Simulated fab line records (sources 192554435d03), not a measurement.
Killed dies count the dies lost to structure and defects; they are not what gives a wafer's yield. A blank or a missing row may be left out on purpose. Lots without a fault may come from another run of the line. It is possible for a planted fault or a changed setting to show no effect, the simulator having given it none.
Split-lot trial	flow n5 finfet	route with 1938 steps; 7 lots, 21 wafers read

THE SPLIT
At N5_BEOL_M6_ETCH_62 (etches SOC in N2/H2, target depth 110 nm, overetch 22 nm, time 165 s), the setting bias w was moved away from the recipe's 150 W on 8 of the 21 wafers read, by -16.2% to +14.9%. The other wafers ran this setting at the recipe's value.

The reading comes from the split's own step.

THE READING
rf vpp V, in V, at N5_BEOL_M6_ETCH_62 (etches SOC in N2/H2, target depth 110 nm, overetch 22 nm, time 165 s). On this fab line, fault-free wafers typically give 524.4 V with a standard deviation of 2.9 V.

wafer	tool, chamber at the split	bias w as run, W	against the recipe	rf vpp V, V	against lot-mates on the recipe
L075.2	rie diel-01, 1	150	recipe	525.3	-
L075.5	rie diel-01, 1	172.4	+14.9%	572.8	+50.0
L075.6	rie diel-01, 2	150	recipe	520.3	-
L076.2	rie diel-03, 2	150	recipe	522.2	-
L076.5	rie diel-03, 3	150	recipe	528.1	-
L076.6	rie diel-03, 0	150	recipe	521.2	-
L078.1	rie diel-01, 2	150	recipe	528.3	-
L078.3	rie diel-01, 3	150	recipe	525.1	-
L078.6	rie diel-01, 3	150	recipe	526.2	-
L081.1	rie diel-01, 1	141.7	-5.5%	506.8	-17.6
L081.4	rie diel-01, 1	141.7	-5.5%	506.8	-17.6
L081.6	rie diel-01, 3	150	recipe	524.4	-
L085.1	rie diel-01, 2	150	recipe	529.5	-
L085.3	rie diel-01, 0	162	+8.0%	547.9	+18.4
L085.6	rie diel-01, 2	162	+8.0%	555.7	+26.2
L096.1	rie diel-01, 3	126.8	-15.5%	471.9	-49.9
L096.3	rie diel-01, 0	150	recipe	521.8	-
L096.4	rie diel-01, 2	126.8	-15.5%	474.1	-47.7
L097.2	rie diel-04, 2	150	recipe	524.2	-
L097.3	rie diel-04, 1	150	recipe	522.9	-
L097.6	rie diel-04, 1	125.7	-16.2%	468.5	-55.0

FIT RESULTS
A straight line over all 21 wafers: rf vpp V changes by +3.34 V for each +1% of bias w; r = +0.99; the points scatter about the line by 2.7 V.
The same after taking each lot's own level away (the mean of its wafers on the recipe; 21 wafers): +3.2 V for each +1%; r = +0.99; scatter 2.5 V.
According to that fit, moving bias w by its largest amount changes the reading by 52 V.
The span of the lots' own levels, 521.80 to 529.50 V, comes to 2.7 times the standard deviation stated above.
The two slopes are in agreement: the lot-to-lot level therefore moves the slope only a little.
Check: -51.2 V against its lot-mates is what the line predicts for one of the wafers moved furthest among these (-16.2%) when that wafer is left out of the fit. It came out at -55 V against them.
Tool readings at the split's step, against how far the setting was moved: rf vpp V r = +0.99.

FURTHER SPLITS ON THESE WAFERS
Other splits were also applied to these wafers ahead of the reading. Each is held against what the fit with the lots' levels taken away leaves over:
other split on the same wafers	wafers away from the commonest value	r with rf vpp V (lot level and that fit taken away)
N5_BEOL_M3_EXPOSE_08 dose mj	9	+0.16
N5_BEOL_M4_ILD_DEP_00 time s	9	-0.14
N5_BEOL_M4_COAT_62 spin rpm	9	+0.12
N5_BEOL_M4_ETCH_70 bias w	8	-0.24
N5_BEOL_M5_ETCH_41 source w	10	-0.10

THE WHOLE CHAIN: every reading that the file lists as answering this split, in the file's order
step	what it does	reading	change (the file's fit)	r (the file's)
N5_BEOL_M6_ETCH_62	etches SOC in N2/H2, target depth 110 nm, overetch 22 nm, time 165 s	rf vpp V	+3.26 V for each +1% of the setting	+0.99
N5_BEOL_M6_ETCH_62	etches SOC in N2/H2, target depth 110 nm, overetch 22 nm, time 165 s	SiARC_of_BEOL_M6_COAT_60.thk nm (the simulator's own value, which no gauge read)	-0.094 nm for each +1% of the setting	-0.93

THE FILE'S OWN FIT
rf vpp V changes by +3.26 V for each +1% of bias w, r = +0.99.
